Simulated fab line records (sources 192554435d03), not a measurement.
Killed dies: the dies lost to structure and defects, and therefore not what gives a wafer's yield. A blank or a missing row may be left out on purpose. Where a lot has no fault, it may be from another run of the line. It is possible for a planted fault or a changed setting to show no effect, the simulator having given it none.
fab line records	flow n5_finfet	part 2 of 2: steps 26 to 30 of 30
record: lots: 5	wafers: 15	last_day: 13
route steps=1938 shown MOL_CONTACT_COAG@550
lots with no fault: from the same line, run without faults
start_h: hours from the record's first day to the start of the lot's first wafer shown	wait_h: hours elapsed since this lot's preceding step	" repeats the value in the row above	L1.1+2: one row covering several wafers at once	- no value, or no start was given	* or withheld: withheld	< > ~ a bound
route shown NAME@n: NAME is a module with steps in the file, n the number in the route of the first one	usual: mean/standard deviation of fault-free wafers	same: alike in all rows	chamber/n: place in a boat	sites: readings site by site	_std_site: standard deviation across them	_edge_site: the outer-site mean with the inner-site mean subtracted	radius_mm: for every site, how far away it sits from the centre of the wafer	mask NAME#n: copy n	behind: the tool/chamber that last shaped the wafer	hold: cause of the lot's hold/its duration in hours/its outcome	device: the n, p or np transistor that did not switch	end of line: at the end of the route, the tests of the same wafers	a step given without rows: its recipe and nothing more	killed: not the wafer's yield, but the dies lost to structure and defects at the first sort	map: a wafer's dies, x killed, . not, _ none there
set.NAME: the setting the step ran with; set.NAME@STEP: the setting that earlier step ran with	model.NAME: the simulator's own value behind a step, which no gauge read
lots at selected steps of the route; one table per step, one row per wafer
services: from which hour (start_h, from the record's first day; less than 0 if before it) a tool's chamber was out of use, for how many hours, and why
== steps ==
step: N5_MOL_CONTACT_COAG_ETCH_89
recipe: chemistry: N2/H2	target: underlayer	target_depth_a: 130	mask_material: CAR-EUV	time_s: 10.4	ion_energy_ev: 200	pressure_mtorr: 30	source_w: 840	bias_w: 150	n2_flow_sccm: 200	h2_flow_sccm: 200	ends: cleared
usual: drypump_motor_current_A: 5.6/0.51	etch_rf_on_time_s: 10.27/0.29	oes_product_au: 0.70/0.08	rf_vpp_V: 523.9/2.7	showerhead_plenum_p_Torr: 2.55/0.091	throttle_valve_pct: 17.9/0.32
lot.wafer	tool	chamber	start_h	wait_h	drypump_motor_current_A	etch_rf_on_time_s	oes_product_au	rf_hours_counter_h	rf_vpp_V	showerhead_plenum_p_Torr	throttle_valve_pct
L074.2	rie_diel-06	0	99.77	0.0	5.8	9.90	0.78	28	527.7	2.70	17.6
L074.3	"	3	"	"	5.6	9.86	0.73	60	520.9	2.48	17.9
L074.5	"	3	"	"	5.6	9.93	0.73	-	521.3	2.48	17.9
L076.2	rie_diel-01	2	111.27	0.0	6.2	10.50	0.58	238	526.4	2.60	18.1
L076.4	"	1	"	"	5.0	10.57	0.63	152	522.0	2.45	18.4
L076.6	"	1	"	"	5.0	10.54	0.63	-	520.1	2.46	18.4
L077.1	rie_diel-01	1	115.29	0.0	5.0	10.53	0.64	154	522.7	2.45	18.4
L077.5	"	2	"	"	6.2	10.53	0.59	-	525.7	2.60	18.1
L077.6	"	1	"	"	5.0	10.45	0.64	-	520.6	2.45	18.4
L078.2	rie_diel-06	2	123.45	0.0	5.5	10.24	0.62	191	528.0	2.64	18.4
L078.4	"	3	"	"	5.6	9.88	0.73	-	521.5	2.48	17.9
L078.6	"	0	"	"	5.8	9.83	0.77	-	527.9	2.70	17.6
L081.2	rie_diel-06	1	141.58	0.0	6.3	9.87	0.86	3	522.1	2.49	17.4
L081.3	"	2	"	"	5.6	10.18	0.62	198	524.8	2.63	18.4
L081.4	"	3	"	"	5.6	9.90	0.72	77	522.2	2.47	17.9
step: N5_MOL_CONTACT_COAG_ETCH_90
recipe: chemistry: CF4	target: SiARC	target_depth_a: 130	mask_material: CAR-EUV	time_s: 21.7	ion_energy_ev: 80	pressure_mtorr: 40	source_w: 545	bias_w: 36	Ar_flow_sccm: 100	cf4_flow_sccm: 100	ends: cleared
usual: drypump_motor_current_A: 5.6/0.51	etch_rf_on_time_s: 21.4/0.61	oes_product_au: 0.70/0.08	rf_vpp_V: 184.0/1.2	showerhead_plenum_p_Torr: 2.14/0.076	throttle_valve_pct: 15.62/0.24
lot.wafer	tool	chamber	start_h	wait_h	drypump_motor_current_A	etch_rf_on_time_s	oes_product_au	rf_hours_counter_h	rf_vpp_V	showerhead_plenum_p_Torr	throttle_valve_pct
L074.2	rie_diel-06	0	99.79	0.0	5.7	20.5	0.79	28	186.8	2.27	15.33
L074.3	"	3	"	"	5.6	20.7	0.73	60	184.0	2.08	15.59
L074.5	"	3	"	"	5.6	20.4	0.73	-	183.6	2.08	15.59
L076.2	rie_diel-01	2	111.29	0.0	6.2	21.8	0.59	238	183.3	2.20	15.89
L076.4	"	1	"	"	5.0	22.0	0.64	152	183.1	2.05	15.95
L076.6	"	1	"	"	5.0	22.0	0.64	-	183.0	2.05	15.92
L077.1	rie_diel-01	1	115.31	0.0	5.0	22.1	0.64	154	183.5	2.05	15.94
L077.5	"	2	"	"	6.2	22.1	0.59	-	184.3	2.20	15.88
L077.6	"	1	"	"	5.0	22.1	0.64	-	182.6	2.05	15.95
L078.2	rie_diel-06	2	123.47	0.0	5.5	21.1	0.62	191	185.1	2.20	15.97
L078.4	"	3	"	"	5.6	20.3	0.73	-	183.0	2.08	15.58
L078.6	"	0	"	"	5.8	20.3	0.76	-	186.0	2.27	15.36
L081.2	rie_diel-06	1	141.60	0.0	6.3	20.5	0.85	3	183.7	2.11	15.31
L081.3	"	2	"	"	5.6	21.2	0.62	198	184.4	2.20	15.97
L081.4	"	3	"	"	5.6	20.5	0.72	78	183.0	2.07	15.61
step: N5_MOL_CONTACT_COAG_ALD_131
recipe: material: SiO2	target_thk_a: 50	temp_c: 100	ald_precursor_family: BDEAS	ald_co_reactant: O2-plasma	pulse_time_s: 1	co_reactant_pulse_time_s: 1	purge_time_s: 2	co_reactant_purge_time_s: 2	ald_cycles: 35	pressure_torr: 2
usual: heater_power_w: 77/13	precursor_pulse_height_rel: 1.001/0.019
lot.wafer	tool	chamber	start_h	wait_h	heater_power_w	precursor_pulse_height_rel
L074.2	ald_sin-01	0	99.87	0.1	71	0.987
L074.3	"	2	"	"	92	1.011
L074.5	"	2	"	"	91	0.998
L076.2	ald_sin-03	1	111.37	0.1	103	0.994
L076.4	"	3	"	"	85	1.010
L076.6	"	2	"	"	90	0.981
L077.1	ald_sin-01	3	115.39	0.1	82	0.981
L077.5	"	0	"	"	71	0.981
L077.6	"	3	"	"	79	0.996
L078.2	ald_sin-04	0	123.55	0.1	74	1.018
L078.4	"	3	"	"	72	0.994
L078.6	"	1	"	"	64	1.000
L081.2	ald_sin-03	1	141.68	0.1	105	0.976
L081.3	"	3	"	"	84	0.974
L081.4	"	2	"	"	88	0.992
step: N5_MOL_CONTACT_COAG_ETCHBACK_132
recipe: chemistry: CHF3	target: SiO2	target_depth_a: 100	time_s: 6.7	ion_energy_ev: 200	pressure_mtorr: 30	source_w: 610	bias_w: 170	Ar_flow_sccm: 200	CHF3_flow_sccm: 50
usual: CHF3_flow_sccm: 49.97/0.15	drypump_motor_current_A: 5.6/0.5	oes_product_au: 0.82/0.095	rf_vpp_V: 519/9.6	showerhead_plenum_p_Torr: 2.39/0.088	throttle_valve_pct: 18.73/0.24
lot.wafer	tool	chamber	start_h	wait_h	CHF3_flow_sccm	drypump_motor_current_A	oes_product_au	rf_hours_counter_h	rf_vpp_V	showerhead_plenum_p_Torr	throttle_valve_pct
L074.2	rie_diel-06	1	100.08	0.1	49.72	6.2	0.67	247	526	2.34	18.81
L074.3	"	2	"	"	50.07	5.6	0.72	180	504	2.46	19.11
L074.5	"	3	"	"	49.97	5.6	0.85	-	515	2.32	18.81
L076.2	rie_diel-01	2	111.55	0.1	49.97	6.2	0.69	238	520	2.45	18.96
L076.4	"	0	"	"	49.99	4.7	0.74	177	516	2.35	18.50
L076.6	"	0	"	"	50.11	4.7	0.75	-	516	2.35	18.49
L077.1	rie_diel-01	1	115.57	0.1	49.88	5.0	0.74	154	524	2.29	19.10
L077.5	"	0	"	"	49.99	4.7	0.74	-	516	2.35	18.48
L077.6	"	1	"	"	50.07	5.0	0.74	-	525	2.29	19.12
L078.2	rie_diel-06	2	123.73	0.1	49.78	5.6	0.72	191	505	2.46	19.12
L078.4	"	3	"	"	49.90	5.6	0.84	-	515	2.32	18.82
L078.6	"	2	"	"	49.73	5.5	0.72	-	504	2.46	19.14
L081.2	rie_diel-02	1	141.86	0.1	49.83	6.4	0.78	137	508	2.31	18.58
L081.3	"	0	"	"	49.92	5.5	0.92	24	510	2.55	18.68
L081.4	"	3	"	"	50.01	6.1	0.69	247	515	2.34	19.03
step: N5_MOL_CONTACT_COAG_ETCH_91
recipe: chemistry: N2/H2	target: SOC	target_depth_a: 600	overetch_a: 210	mask_material: SiARC	temp_c: 40	time_s: 101.2	ion_energy_ev: 200	pressure_mtorr: 30	source_w: 840	bias_w: 150	n2_flow_sccm: 200	h2_flow_sccm: 200
usual: drypump_motor_current_A: 5.6/0.51	oes_product_au: 0.69/0.073	rf_vpp_V: 524.0/2.7	showerhead_plenum_p_Torr: 2.55/0.092	temp_c: 39.99/0.11	throttle_valve_pct: 17.8/0.3
lot.wafer	tool	chamber	start_h	wait_h	drypump_motor_current_A	oes_product_au	rf_hours_counter_h	rf_vpp_V	showerhead_plenum_p_Torr	temp_c	throttle_valve_pct
L074.2	rie_diel-06	1	100.11	0.0	6.3	0.56	247	520.8	2.49	39.91	17.8
L074.3	"	2	"	"	5.6	0.60	180	525.4	2.64	40.22	18.3
L074.5	"	3	"	"	5.6	0.70	-	519.9	2.48	40.05	17.9
L076.2	rie_diel-01	2	111.59	0.0	6.2	0.59	238	526.2	2.60	39.98	18.0
L076.4	"	0	"	"	4.7	0.63	177	525.2	2.54	39.91	17.7
L076.6	"	0	"	"	4.7	0.63	-	523.8	2.54	40.01	17.7
L077.1	rie_diel-01	1	115.61	0.0	5.0	0.63	154	520.5	2.45	39.84	18.4
L077.5	"	0	"	"	4.7	0.63	-	523.4	2.54	39.89	17.7
L077.6	"	1	"	"	5.0	0.63	-	520.3	2.45	39.97	18.4
L078.2	rie_diel-06	2	123.77	0.0	5.5	0.61	191	527.9	2.64	39.97	18.3
L078.4	"	3	"	"	5.6	0.69	-	521.8	2.47	40.09	17.9
L078.6	"	2	"	"	5.5	0.60	-	525.8	2.64	39.91	18.4
L081.2	rie_diel-02	1	141.89	0.0	6.3	0.66	137	522.0	2.45	39.87	17.6
L081.3	"	0	"	"	5.5	0.76	24	528.3	2.71	40.09	17.8
L081.4	"	3	"	"	6.1	0.57	247	522.5	2.48	40.05	18.0
== services ==
tool	chamber	start_h	hours	kind
rie_diel-02	-	72.54	11.6	repair
euv_scanner-01	-	74.83	1.0	pm
cmp-04	-	79.04	5.5	pm
ald_sin-03	-	85.32	14.0	pm
ald_sin-03	0	85.32	14.0	vent_cycle
ald_sin-03	1	85.32	14.0	vent_cycle
ald_sin-03	2	85.32	14.0	vent_cycle
euv_scanner-01	-	88.80	0.4	repair
euv_scanner-02	-	95.83	4.6	pm
rie_diel-02	2	96.77	1.5	repair
euv_scanner-02	-	102.89	1.0	pm
rie_diel-06	1	109.69	-	clean
rie_diel-06	1	109.69	-	consumable_replace:focus_ring
rie_diel-06	1	109.69	20.6	scheduled_down
rie_diel-06	1	109.69	20.6	vent_cycle
cmp-04	-	111.90	1.4	repair
ald_sin-04	-	115.62	1.8	repair
cmp-02	-	123.18	4.0	pm
euv_scanner-01	-	123.45	1.0	pm
cmp-03	-	127.15	1.9	repair
rie_diel-01	3	130.35	4.5	repair
pecvd-04	-	130.72	0.6	repair
wet_bench-05	-	132.77	1.7	repair
pecvd-02	-	136.68	2.8	pm
